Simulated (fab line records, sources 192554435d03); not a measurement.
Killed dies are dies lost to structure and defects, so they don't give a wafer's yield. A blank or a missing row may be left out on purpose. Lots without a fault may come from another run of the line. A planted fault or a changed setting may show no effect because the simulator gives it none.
Split-lot experiment | flow n5_finfet | 7 lots, 21 wafers read, on a route of 1938 steps

THE SPLIT
At N5_BEOL_M12_COAT_04 (resist thk 400 nm), the setting spin_rpm was moved away from the recipe's 1625 rpm on 6 of the 21 wafers read, by -7.6% to +9.8%. The other wafers ran this setting at the recipe's value.

FROM THE SPLIT TO THE READING: what the file shows between them, 1 step
- N5_BEOL_M12_ETCH_59: etches BARC in N2/H2, target depth 89 nm, overetch 26.7 nm, time 67.9 s (also split here: h2_flow_sccm)

THE READING
coat_of_BEOL_M12_COAT_04.thk_nm (the simulator's own value, which no gauge read), in nm, at N5_BEOL_M12_VIA_ETCH_16 (etches SiOC in C4F8/O2/Ar, target depth 724.8 nm). The file gives no usual value for it. The 15 wafers here that ran the recipe average 122.4 nm, standard deviation 3 nm.

wafer  | tool, chamber at the split | spin_rpm as run, rpm | against the recipe | coat_of_BEOL_M12_COAT_04.thk_nm, nm | against lot-mates on the recipe
L074.2 | litho_track-03, 0          | 1625                 | recipe             | 118.6                               | -
L074.3 | litho_track-03, 0          | 1776                 | +9.3%              | 104                                 | -14.6
L074.4 | litho_track-03, 0          | 1776                 | +9.3%              | 101.8                               | -16.8
L076.1 | litho_track-03, 0          | 1625                 | recipe             | 125.6                               | -
L076.3 | litho_track-03, 0          | 1625                 | recipe             | 125.8                               | -
L076.6 | litho_track-03, 0          | 1625                 | recipe             | 122.4                               | -
L082.1 | litho_track-03, 0          | 1625                 | recipe             | 119.8                               | -
L082.4 | litho_track-03, 0          | 1625                 | recipe             | 116.4                               | -
L082.5 | litho_track-03, 0          | 1625                 | recipe             | 122                                 | -
L086.2 | litho_track-03, 0          | 1625                 | recipe             | 120.6                               | -
L086.5 | litho_track-03, 0          | 1625                 | recipe             | 120.8                               | -
L086.6 | litho_track-03, 0          | 1785                 | +9.8%              | 101.8                               | -18.9
L095.2 | litho_track-01, 0          | 1625                 | recipe             | 127.2                               | -
L095.4 | litho_track-01, 0          | 1625                 | recipe             | 122.6                               | -
L095.5 | litho_track-01, 0          | 1625                 | recipe             | 124.6                               | -
L094.2 | litho_track-02, 0          | 1535                 | -5.5%              | 137                                 | +15.2
L094.3 | litho_track-02, 0          | 1535                 | -5.5%              | 136.4                               | +14.6
L094.4 | litho_track-02, 0          | 1625                 | recipe             | 121.8                               | -
L097.1 | litho_track-01, 0          | 1625                 | recipe             | 126.8                               | -
L097.3 | litho_track-01, 0          | 1501                 | -7.6%              | 139.2                               | +15.5
L097.6 | litho_track-01, 0          | 1625                 | recipe             | 120.6                               | -

THE FIT
A straight line over all 21 wafers: coat_of_BEOL_M12_COAT_04.thk_nm changes by -2.2 nm for each +1% of spin_rpm; r = -0.96; the points scatter about the line by 2.8 nm.
The same after taking each lot's own level away (the mean of its wafers on the recipe; 21 wafers): -1.97 nm for each +1%; r = -0.97; scatter 2.2 nm.
On that fit, the largest move of spin_rpm shifts the reading by 19 nm.
The lots' own levels span 118.60 to 124.80 nm, that is 2.1 times the standard deviation above.
So the lot-to-lot level changes the slope: the two fits differ.
Check: with one of the wafers moved furthest among these (+9.8%) left out of the fit, the line predicts -18.7 nm for it against its lot-mates. It came out at -18.9 nm against them.

OTHER SPLITS ON THESE WAFERS
These wafers also went through other splits before the reading. Each is held against what the fit with the lots' levels taken away leaves over:
other split on the same wafers   | wafers away from the commonest value | r with coat_of_BEOL_M12_COAT_04.thk_nm (lot level and that fit taken away)
N5_BEOL_M11_ILD_DEP_00 time_s    | 4                                    | +0.06
N5_BEOL_M12_ETCH_59 h2_flow_sccm | 9                                    | +0.16

THE WHOLE CHAIN: every reading that the file lists as answering this split, in the file's order
step                    | what it does                                     | reading                                                                          | change (the file's fit)              | r (the file's)
N5_BEOL_M12_COAT_04     | resist thk 400 nm                                | coat_of_BEOL_M12_COAT_04.thk_nm (the simulator's own value, which no gauge read) | -1.94 nm for each +1% of the setting | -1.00
N5_BEOL_M12_VIA_ETCH_16 | etches SiOC in C4F8/O2/Ar, target depth 724.8 nm | coat_of_BEOL_M12_COAT_04.thk_nm (the simulator's own value, which no gauge read) | -1.96 nm for each +1% of the setting | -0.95
N5_BEOL_M12_STRIP_63    | strips in N2/H2                                  | strip_time_to_endpoint_s                                                         | withheld for each +1% of the setting | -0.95

THE FILE'S OWN FIT
coat_of_BEOL_M12_COAT_04.thk_nm changes by -1.96 nm for each +1% of spin_rpm, r = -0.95.
